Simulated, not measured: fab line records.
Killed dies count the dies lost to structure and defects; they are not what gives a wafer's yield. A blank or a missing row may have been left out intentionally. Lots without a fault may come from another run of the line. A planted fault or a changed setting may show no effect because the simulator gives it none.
Which tool did it? :: flow n5Finfet :: 7 lots, 19 wafers sampled, at 8 steps of a route of 1938

== WHAT EACH GAUGE READ, for each wafer ==
N5_BEOL_M5_OCD_MEAS_38.
lot: L931
measured: day 8 04:12
on: ocd-01
trenchDepthNm (nm): 73.1 71.8 70.1

lot: L932
measured: day 8 14:33
on: ocd-01
trenchDepthNm (nm): 71.2 71.7 72.0

lot: L937
measured: day 10 12:55
on: ocd-01
trenchDepthNm (nm): 71.0 63.7 63.6

lot: L938
measured: day 10 15:34
on: ocd-02
trenchDepthNm (nm): 71.3 63.6 63.3

lot: L950
measured: day 13 02:17
on: ocd-02
trenchDepthNm (nm): 72.7 71.1

lot: L951
measured: day 14 03:09
on: ocd-02
trenchDepthNm (nm): 70.8 70.0

lot: L952
measured: day 14 10:09
on: ocd-01
trenchDepthNm (nm): 73.3 73.7 71.2

N5_BEOL_M5_CD_MEAS_35: target cd 28 nm, target cd y 24 nm.
lot: L931
measured: day 8 04:22
on: cdSem-02
cdNm (nm): 27.8 27.8 28.0

lot: L932
measured: day 8 14:43
on: cdSem-01
cdNm (nm): 28.2 28.1 28.1

lot: L937
measured: day 10 13:04
on: cdSem-03
cdNm (nm): 27.9 27.9 28.2

lot: L938
measured: day 10 15:43
on: cdSem-01
cdNm (nm): 28.4 28.1 28.3

lot: L950
measured: day 13 02:26
on: cdSem-01
cdNm (nm): 28.0 27.8

lot: L951
measured: day 14 03:18
on: cdSem-01
cdNm (nm): 27.9 27.9

lot: L952
measured: day 14 10:18
on: cdSem-02
cdNm (nm): 28.2 27.8 27.6

N5_BEOL_M5_THK_MEAS_53: measures by xrf.
lot: L931
measured: day 8 11:44
on: filmMetro-01
M5_THK (nm): 62.9 61.9 61.5

lot: L932
measured: day 8 22:00
on: filmMetro-01
M5_THK (nm): 63.7 62.5 62.4

lot: L937
measured: day 10 22:10
on: filmMetro-02
M5_THK (nm): 63.0 54.2 53.6

lot: L938
measured: day 11 01:29
on: filmMetro-01
M5_THK (nm): 62.7 53.0 54.6

lot: L950
measured: day 13 12:44
on: filmMetro-01
M5_THK (nm): 62.3 62.6

lot: L951
measured: day 14 10:34
on: filmMetro-02
M5_THK (nm): 60.7 61.0

lot: L952
measured: day 14 17:19
on: filmMetro-01
M5_THK (nm): 61.3 62.2 60.2

N5_BEOL_M5_RS_MEAS_57: measures by four-point-probe.
lot: L931
measured: day 8 12:00
on: filmMetro-02
M5_RS (ohm/sq): 0.381 0.388 0.390

lot: L932
measured: day 8 22:16
on: filmMetro-02
M5_RS (ohm/sq): 0.372 0.379 0.381

lot: L937
measured: day 10 22:25
on: filmMetro-02
M5_RS (ohm/sq): 0.387 0.468 0.473

lot: L938
measured: day 11 01:44
on: filmMetro-01
M5_RS (ohm/sq): 0.384 0.470 0.455

lot: L950
measured: day 13 13:13
on: filmMetro-01
M5_RS (ohm/sq): 0.385 0.382

lot: L951
measured: day 14 10:55
on: filmMetro-01
M5_RS (ohm/sq): 0.401 0.397

lot: L952
measured: day 14 17:38
on: filmMetro-01
M5_RS (ohm/sq): 0.389 0.381 0.397

N5_BEOL_M15_RC_MEAS_101.
lot: L931
measured: day 11 05:53
on: prober-01
etestTempC (C): 25.06 25.19 25.03
COMB_M10 (S/m): 1.7e-11 1.3e-11 2.3e-11
COMB_M10_max_site (S/m): 2.1e-11 2e-11 2.8e-11
COMB_M11 (S/m): 1.59e-11 1.65e-11 1.37e-11
COMB_M12 (S/m): 1e-11 7.8e-12 9e-12
COMB_M13 (S/m): 5.8e-12 3.5e-12 6.1e-12
COMB_M14 (S/m): 5.3e-12 5.3e-12 4.9e-12
COMB_M15 (S/m): 4.8e-12 4.2e-12 3.6e-12
COMB_M15_max_site (S/m): 6.7e-12 5.4e-12 4.7e-12
COMB_M5 (S/m): 4.3e-11 3.5e-11 4.2e-11
COMB_M6 (S/m): 2.9e-11 2.6e-11 2.4e-11
COMB_M7 (S/m): 2.8e-11 2.5e-11 2.7e-11
COMB_M8 (S/m): 3.2e-11 2.3e-11 2.5e-11
COMB_M9 (S/m): 1.6e-11 1.4e-11 1.4e-11
SERP_M10 (ohm/um): 3.00 3.02 3.06
SERP_M11 (ohm/um): 3.23 3.13 3.22
SERP_M11_max_site (ohm/um): 3.29 3.31 3.27
SERP_M12 (ohm/um): 0.643 0.631 0.639
SERP_M13 (ohm/um): 0.321 0.314 0.313
SERP_M14 (ohm/um): 0.158 0.162 0.155
SERP_M14_max_site (ohm/um): 0.161 0.164 0.158
SERP_M5 (ohm/um): 39.3 40.3 39.8
SERP_M5_max_site (ohm/um): 42.9 41.5 41.4
SERP_M6 (ohm/um): 13.3 13.9 13.7
SERP_M7 (ohm/um): 14.4 13.9 14.4
SERP_M8 (ohm/um): 13.2 13.8 13.7
SERP_M9 (ohm/um): 3.07 3.04 2.92

lot: L932
measured: day 12 01:46
on: prober-01
etestTempC (C): 24.87 24.80 24.90
COMB_M10 (S/m): 1.5e-11 1.3e-11 1.4e-11
COMB_M10_max_site (S/m): 2.2e-11 1.8e-11 1.8e-11
COMB_M11 (S/m): 1.7e-11 1.37e-11 1.76e-11
COMB_M12 (S/m): 6.1e-12 5.6e-12 4.4e-12
COMB_M13 (S/m): 6.4e-12 6.8e-12 5.2e-12
COMB_M14 (S/m): 4.1e-12 5.2e-12 3.3e-12
COMB_M15 (S/m): 4.3e-12 4e-12 3.5e-12
COMB_M15_max_site (S/m): 6.3e-12 5e-12 4.9e-12
COMB_M5 (S/m): 4.4e-11 5.6e-11 3.3e-11
COMB_M6 (S/m): 3.1e-11 2.6e-11 3.8e-11
COMB_M7 (S/m): 2.7e-11 2.1e-11 2.8e-11
COMB_M8 (S/m): 2.3e-11 2.8e-11 3e-11
COMB_M9 (S/m): 1.5e-11 1.3e-11 1.3e-11
SERP_M10 (ohm/um): 3.23 3.00 3.04
SERP_M11 (ohm/um): 3.11 3.22 3.18
SERP_M11_max_site (ohm/um): 3.21 3.26 3.21
SERP_M12 (ohm/um): 0.624 0.635 0.629
SERP_M13 (ohm/um): 0.314 0.314 0.312
SERP_M14 (ohm/um): 0.170 0.158 0.159
SERP_M14_max_site (ohm/um): 0.172 0.160 0.161
SERP_M5 (ohm/um): 36.5 39.0 36.7
SERP_M5_max_site (ohm/um): 37.9 41.7 37.1
SERP_M6 (ohm/um): 13.9 13.3 13.9
SERP_M7 (ohm/um): 14.7 13.9 13.8
SERP_M8 (ohm/um): 13.6 14.3 13.6
SERP_M9 (ohm/um): 3.18 3.10 3.17

lot: L937
measured: day 14 02:01
on: prober-01
etestTempC (C): 24.90 24.81 24.99
COMB_M10 (S/m): 1.4e-11 1.2e-11 1.9e-11
COMB_M10_max_site (S/m): 2.2e-11 1.8e-11 2.6e-11
COMB_M11 (S/m): 1.4e-11 1.26e-11 1.55e-11
COMB_M12 (S/m): 7.1e-12 1.2e-11 1.14e-11
COMB_M13 (S/m): 7.4e-12 5.9e-12 6.7e-12
COMB_M14 (S/m): 5e-12 6.1e-12 5e-12
COMB_M15 (S/m): 3.7e-12 4.7e-12 3.8e-12
COMB_M15_max_site (S/m): 4.1e-12 5.6e-12 5e-12
COMB_M5 (S/m): 4.5e-11 3.1e-11 3.5e-11
COMB_M6 (S/m): 2.5e-11 3.3e-11 2.9e-11
COMB_M7 (S/m): 2.9e-11 3.3e-11 3.1e-11
COMB_M8 (S/m): 2.5e-11 2.3e-11 1.9e-11
COMB_M9 (S/m): 1.9e-11 1.5e-11 1.8e-11
SERP_M10 (ohm/um): 3.16 3.07 3.00
SERP_M11 (ohm/um): 3.16 3.00 3.05
SERP_M11_max_site (ohm/um): 3.24 3.22 3.19
SERP_M12 (ohm/um): 0.641 0.625 0.612
SERP_M13 (ohm/um): 0.303 0.303 0.307
SERP_M14 (ohm/um): 0.158 0.151 0.152
SERP_M14_max_site (ohm/um): 0.160 0.152 0.152
SERP_M5 (ohm/um): 38.7 47.3 47.4
SERP_M5_max_site (ohm/um): 40.0 49.3 49.7
SERP_M6 (ohm/um): 13.6 13.1 12.9
SERP_M7 (ohm/um): 14.4 14.1 13.8
SERP_M8 (ohm/um): 12.7 13.2 13.1
SERP_M9 (ohm/um): 3.04 3.02 3.09

lot: L938
measured: day 14 04:23
on: prober-01
etestTempC (C): 24.95 25.00 24.92
COMB_M10 (S/m): 1.5e-11 1.2e-11 1.5e-11
COMB_M10_max_site (S/m): 2.5e-11 1.4e-11 1.9e-11
COMB_M11 (S/m): 1.85e-11 1.75e-11 1.64e-11
COMB_M12 (S/m): 7e-12 7.1e-12 8.6e-12
COMB_M13 (S/m): 5.2e-12 6.3e-12 6.5e-12
COMB_M14 (S/m): 4.3e-12 4e-12 4e-12
COMB_M15 (S/m): 3.5e-12 4.3e-12 4.6e-12
COMB_M15_max_site (S/m): 3.6e-12 5.7e-12 8e-12
COMB_M5 (S/m): 3.5e-11 2.7e-11 2.6e-11
COMB_M6 (S/m): 2.2e-11 1.9e-11 1.7e-11
COMB_M7 (S/m): 2.3e-11 3.2e-11 3.5e-11
COMB_M8 (S/m): 2.8e-11 3.9e-11 4.1e-11
COMB_M9 (S/m): 1.5e-11 2.3e-11 2.4e-11
SERP_M10 (ohm/um): 3.09 2.97 2.96
SERP_M11 (ohm/um): 3.11 2.98 3.05
SERP_M11_max_site (ohm/um): 3.17 3.06 3.13
SERP_M12 (ohm/um): 0.637 0.629 0.648
SERP_M13 (ohm/um): 0.305 0.304 0.296
SERP_M14 (ohm/um): 0.163 0.163 0.155
SERP_M14_max_site (ohm/um): 0.164 0.164 0.158
SERP_M5 (ohm/um): 37.5 46.7 42.3
SERP_M5_max_site (ohm/um): 39.0 48.0 44.3
SERP_M6 (ohm/um): 13.4 12.7 12.7
SERP_M7 (ohm/um): 13.5 14.0 13.6
SERP_M8 (ohm/um): 14.7 13.7 14.5
SERP_M9 (ohm/um): 3.08 3.05 3.04

lot: L950
measured: day 16 23:32
on: prober-01
etestTempC (C): 25.09 24.89
COMB_M10 (S/m): 1.1e-11 1.7e-11
COMB_M10_max_site (S/m): 1.5e-11 2e-11
COMB_M11 (S/m): 1.49e-11 1.55e-11
COMB_M12 (S/m): 7.3e-12 7.4e-12
COMB_M13 (S/m): 7.5e-12 5.4e-12
COMB_M14 (S/m): 5.5e-12 6.2e-12
COMB_M15 (S/m): 4.3e-12 3.9e-12
COMB_M15_max_site (S/m): 5e-12 5.1e-12
COMB_M5 (S/m): 4.3e-11 5.7e-11
COMB_M6 (S/m): 2.5e-11 3.5e-11
COMB_M7 (S/m): 4.7e-11 2.2e-11
COMB_M8 (S/m): 2.6e-11 2.3e-11
COMB_M9 (S/m): 1.1e-11 1.5e-11
SERP_M10 (ohm/um): 3.07 3.01
SERP_M11 (ohm/um): 3.06 3.03
SERP_M11_max_site (ohm/um): 3.17 3.07
SERP_M12 (ohm/um): 0.629 0.633
SERP_M13 (ohm/um): 0.298 0.302
SERP_M14 (ohm/um): 0.159 0.160
SERP_M14_max_site (ohm/um): 0.162 0.163
SERP_M5 (ohm/um): 39.7 38.4
SERP_M5_max_site (ohm/um): 43.3 40.9
SERP_M6 (ohm/um): 13.1 12.6
SERP_M7 (ohm/um): 14.5 13.5
SERP_M8 (ohm/um): 12.7 14.0
SERP_M9 (ohm/um): 3.15 3.14

lot: L951
measured: day 17 18:32
on: prober-02
etestTempC (C): 24.96 25.04
COMB_M10 (S/m): 1.5e-11 9e-12
COMB_M10_max_site (S/m): 2.3e-11 1.1e-11
COMB_M11 (S/m): 9e-12 1.11e-11
COMB_M12 (S/m): 7.1e-12 5e-12
COMB_M13 (S/m): 5.5e-12 4.1e-12
COMB_M14 (S/m): 3.7e-12 3.3e-12
COMB_M15 (S/m): 3.7e-12 3.9e-12
COMB_M15_max_site (S/m): 4.1e-12 5.6e-12
COMB_M5 (S/m): 3e-11 4e-11
COMB_M6 (S/m): 3.1e-11 3.8e-11
COMB_M7 (S/m): 3e-11 2.3e-11
COMB_M8 (S/m): 2.3e-11 2e-11
COMB_M9 (S/m): 1.8e-11 1.1e-11
SERP_M10 (ohm/um): 2.97 3.01
SERP_M11 (ohm/um): 3.09 3.19
SERP_M11_max_site (ohm/um): 3.19 3.25
SERP_M12 (ohm/um): 0.637 0.631
SERP_M13 (ohm/um): 0.312 0.300
SERP_M14 (ohm/um): 0.155 0.171
SERP_M14_max_site (ohm/um): 0.156 0.173
SERP_M5 (ohm/um): 40.7 40.1
SERP_M5_max_site (ohm/um): 42.0 40.8
SERP_M6 (ohm/um): 14.6 12.5
SERP_M7 (ohm/um): 13.9 13.9
SERP_M8 (ohm/um): 13.4 14.0
SERP_M9 (ohm/um): 3.10 3.08

lot: L952
measured: day 18 01:17
on: prober-02
etestTempC (C): 25.01 24.80 24.82
COMB_M10 (S/m): 1.6e-11 1.1e-11 1.4e-11
COMB_M10_max_site (S/m): 2.3e-11 1.3e-11 1.8e-11
COMB_M11 (S/m): 1.77e-11 1.14e-11 1.36e-11
COMB_M12 (S/m): 1.24e-11 6.4e-12 1.01e-11
COMB_M13 (S/m): 5.7e-12 5.2e-12 5.1e-12
COMB_M14 (S/m): 3.9e-12 4.5e-12 3.9e-12
COMB_M15 (S/m): 4.2e-12 4.2e-12 3.7e-12
COMB_M15_max_site (S/m): 5.9e-12 5.4e-12 4.8e-12
COMB_M5 (S/m): 3.5e-11 4e-11 4.2e-11
COMB_M6 (S/m): 2.3e-11 2.7e-11 2.1e-11
COMB_M7 (S/m): 3.1e-11 2.7e-11 2.3e-11
COMB_M8 (S/m): 2.9e-11 2.3e-11 3.4e-11
COMB_M9 (S/m): 1.3e-11 1.2e-11 1.3e-11
SERP_M10 (ohm/um): 2.94 3.11 2.97
SERP_M11 (ohm/um): 3.12 3.15 3.15
SERP_M11_max_site (ohm/um): 3.27 3.31 3.24
SERP_M12 (ohm/um): 0.646 0.636 0.647
SERP_M13 (ohm/um): 0.319 0.319 0.314
SERP_M14 (ohm/um): 0.161 0.160 0.165
SERP_M14_max_site (ohm/um): 0.164 0.162 0.167
SERP_M5 (ohm/um): 39.5 39.7 40.5
SERP_M5_max_site (ohm/um): 41.0 40.3 41.2
SERP_M6 (ohm/um): 13.6 12.9 12.8
SERP_M7 (ohm/um): 14.2 13.9 13.4
SERP_M8 (ohm/um): 13.2 12.7 12.4
SERP_M9 (ohm/um): 3.14 3.07 3.08

== TOOL THAT RAN EACH LOT (tool first, then ch and the chambers of the sampled wafers, then the start) ==
lot: L931
N5_BEOL_M5_DESCUM_33: rieDiel-05 ch 0,1,2, day 8 03:47
N5_BEOL_M5_TRENCH_ETCH_37: rieDiel-05 ch 0,1,2, day 8 04:03
N5_BEOL_M5_PRE_CLEAN_45: pvdSputter-01, day 8 04:55

lot: L932
N5_BEOL_M5_DESCUM_33: rieDiel-06 ch 1,2,3, day 8 14:08
N5_BEOL_M5_TRENCH_ETCH_37: rieDiel-06 ch 1,2,3, day 8 14:24
N5_BEOL_M5_PRE_CLEAN_45: pvdSputter-01, day 8 15:34

lot: L937
N5_BEOL_M5_DESCUM_33: rieDiel-04 ch 1,3, day 10 12:29
N5_BEOL_M5_TRENCH_ETCH_37: rieDiel-04 ch 1,3, day 10 12:46
N5_BEOL_M5_PRE_CLEAN_45: pvdSputter-01, day 10 15:30

lot: L938
N5_BEOL_M5_DESCUM_33: rieDiel-04 ch 0,1,2, day 10 15:08
N5_BEOL_M5_TRENCH_ETCH_37: rieDiel-04 ch 0,1,2, day 10 15:25
N5_BEOL_M5_PRE_CLEAN_45: pvdSputter-03, day 10 16:11

lot: L950
N5_BEOL_M5_DESCUM_33: rieDiel-05 ch 0,2, day 13 01:52
N5_BEOL_M5_TRENCH_ETCH_37: rieDiel-05 ch 0,2, day 13 02:08
N5_BEOL_M5_PRE_CLEAN_45: pvdSputter-02, day 13 06:55

lot: L951
N5_BEOL_M5_DESCUM_33: rieDiel-05 ch 0,2, day 14 02:44
N5_BEOL_M5_TRENCH_ETCH_37: rieDiel-05 ch 0,2, day 14 02:59
N5_BEOL_M5_PRE_CLEAN_45: pvdSputter-01, day 14 04:48

lot: L952
N5_BEOL_M5_DESCUM_33: rieDiel-06 ch 0,1,3, day 14 09:44
N5_BEOL_M5_TRENCH_ETCH_37: rieDiel-06 ch 0,1,3, day 14 09:59
N5_BEOL_M5_PRE_CLEAN_45: pvdSputter-01, day 14 10:58
- N5_BEOL_M5_DESCUM_33: chemistry O2, time 7 s.
- N5_BEOL_M5_TRENCH_ETCH_37: etches SiCOH lowk in C4F6/O2, target depth 71.652 nm, time 24.7 s.
- N5_BEOL_M5_PRE_CLEAN_45: time 30 s.

== AS READ BY THE TOOLS THEMSELVES (means over the sampled wafers that have a number; for cases with no such wafer, the mark the record gives instead) ==
N5_BEOL_M5_DESCUM_33.
lot: L931
tool: rieDiel-05
drypumpMotorCurrentA (A): 5.4
oesProductAu (a.u.): 0.82
rfVppV (V): 243.2
showerheadPlenumPTorr (Torr): 2.05
throttleValvePct (%): 20.47

lot: L932
tool: rieDiel-06
drypumpMotorCurrentA (A): 5.5
oesProductAu (a.u.): 0.88
rfVppV (V): 245.2
showerheadPlenumPTorr (Torr): 2.19
throttleValvePct (%): 20.08

lot: L937
tool: rieDiel-04
drypumpMotorCurrentA (A): 5.9
oesProductAu (a.u.): 0.69
rfVppV (V): 243.5
showerheadPlenumPTorr (Torr): 2.18
throttleValvePct (%): 20.84

lot: L938
tool: rieDiel-04
drypumpMotorCurrentA (A): 6.0
oesProductAu (a.u.): 0.74
rfVppV (V): 243.8
showerheadPlenumPTorr (Torr): 2.09
throttleValvePct (%): 20.63

lot: L950
tool: rieDiel-05
drypumpMotorCurrentA (A): 5.3
oesProductAu (a.u.): 0.80
rfVppV (V): 242.3
showerheadPlenumPTorr (Torr): 2.07
throttleValvePct (%): 20.61

lot: L951
tool: rieDiel-05
drypumpMotorCurrentA (A): 5.3
oesProductAu (a.u.): 0.80
rfVppV (V): 243.7
showerheadPlenumPTorr (Torr): 2.07
throttleValvePct (%): 20.62

lot: L952
tool: rieDiel-06
drypumpMotorCurrentA (A): 5.5
oesProductAu (a.u.): 0.83
rfVppV (V): 244.9
showerheadPlenumPTorr (Torr): 2.20
throttleValvePct (%): 20.29

N5_BEOL_M5_TRENCH_ETCH_37.
lot: L931
tool: rieDiel-05
biasW (W): 184.8
drypumpMotorCurrentA (A): 5.4
oes_f_703_au (a.u.): 0.80
oesProductAu (a.u.): 0.82
rfVppV (V): 660
runLengthS (s): 48.1
showerheadPlenumPTorr (Torr): 2.78
throttleValvePct (%): 20.90

lot: L932
tool: rieDiel-06
biasW (W): 185.2
drypumpMotorCurrentA (A): 5.5
oes_f_703_au (a.u.): 0.87
oesProductAu (a.u.): 0.89
rfVppV (V): 676
runLengthS (s): 47.5
showerheadPlenumPTorr (Torr): 2.99
throttleValvePct (%): 20.64

lot: L937
tool: rieDiel-04
biasW (W): 183.9
drypumpMotorCurrentA (A): 5.9
oes_f_703_au (a.u.): 0.74
oesProductAu (a.u.): 0.70
rfVppV (V): 664
runLengthS (s): 46.4
showerheadPlenumPTorr (Torr): 2.93
throttleValvePct (%): 21.17

lot: L938
tool: rieDiel-04
biasW (W): 185.2
drypumpMotorCurrentA (A): 6.0
oes_f_703_au (a.u.): 0.75
oesProductAu (a.u.): 0.74
rfVppV (V): 665
runLengthS (s): 46.4
showerheadPlenumPTorr (Torr): 2.84
throttleValvePct (%): 21.10

lot: L950
tool: rieDiel-05
biasW (W): 185.5
drypumpMotorCurrentA (A): 5.3
oes_f_703_au (a.u.): 0.79
oesProductAu (a.u.): 0.79
rfVppV (V): 657
runLengthS (s): 47.9
showerheadPlenumPTorr (Torr): 2.79
throttleValvePct (%): 20.93

lot: L951
tool: rieDiel-05
biasW (W): 185.6
drypumpMotorCurrentA (A): 5.4
oes_f_703_au (a.u.): 0.77
oesProductAu (a.u.): 0.78
rfVppV (V): 656
runLengthS (s): 48.3
showerheadPlenumPTorr (Torr): 2.79
throttleValvePct (%): 20.93

lot: L952
tool: rieDiel-06
biasW (W): 184.8
drypumpMotorCurrentA (A): 5.5
oes_f_703_au (a.u.): 0.82
oesProductAu (a.u.): 0.83
rfVppV (V): 673
runLengthS (s): 47.7
showerheadPlenumPTorr (Torr): 3.01
throttleValvePct (%): 20.86

N5_BEOL_M5_PRE_CLEAN_45.
lot: L931
tool: pvdSputter-01
heaterPowerW (W): 304

lot: L932
tool: pvdSputter-01
heaterPowerW (W): 313

lot: L937
tool: pvdSputter-01
heaterPowerW (W): 309

lot: L938
tool: pvdSputter-03
heaterPowerW (W): 349

lot: L950
tool: pvdSputter-02
heaterPowerW (W): 336

lot: L951
tool: pvdSputter-01
heaterPowerW (W): 312

lot: L952
tool: pvdSputter-01
heaterPowerW (W): 283

== THE ANSWER, worked out from the rows above alone ==
Rule: the usual values come from the lots themselves. The widest of any qualifying gaps counts: lots, ordered by their means at a reading, are off when they make up no more than a third of the lots, leave a main group of 4 or more, and stand apart from it by 3 or more times the standard deviation of that group's means. A main group whose means are all the same, to the digits that the tables above print for the reading, isn't used. A lot without any number at a reading at which 4 lots or more have one is off too. All remaining lots with rows at the step are treated as sound. First the gauges in route order, then the tools' own readings, where a lot's mean is used as printed above. At the first step where some lot is off, the reading lying furthest off is the one used; lots without a number count as furthest.
Off at N5_BEOL_M5_OCD_MEAS_38 (trenchDepthNm): L937, L938. The main group has a mean of 71.7 nm with a standard deviation of 0.75.
If a tool, at a process step before that reading, ran all the lots that are off and no sound lot after the first of them, it fits. Not tried: the gauges at N5_BEOL_M5_OCD_MEAS_38; whatever is off there is also off at N5_BEOL_M5_THK_MEAS_53, on other tools, and gauge error can't account for it. One fits: rieDiel-04 at N5_BEOL_M5_DESCUM_33 and N5_BEOL_M5_TRENCH_ETCH_37. It ran no sound lot before its first lot that is off in this sample, so the start can't be narrowed down.
On the lots that are off, the tool's own readings at N5_BEOL_M5_DESCUM_33 differ by more than 5 times the standard deviation of the sound lots' means, which bears it out; drypumpMotorCurrentA reads 6.0 A there versus 5.4 A on the sound lots.

== WHAT THE SIMULATOR HAD INSERTED ==
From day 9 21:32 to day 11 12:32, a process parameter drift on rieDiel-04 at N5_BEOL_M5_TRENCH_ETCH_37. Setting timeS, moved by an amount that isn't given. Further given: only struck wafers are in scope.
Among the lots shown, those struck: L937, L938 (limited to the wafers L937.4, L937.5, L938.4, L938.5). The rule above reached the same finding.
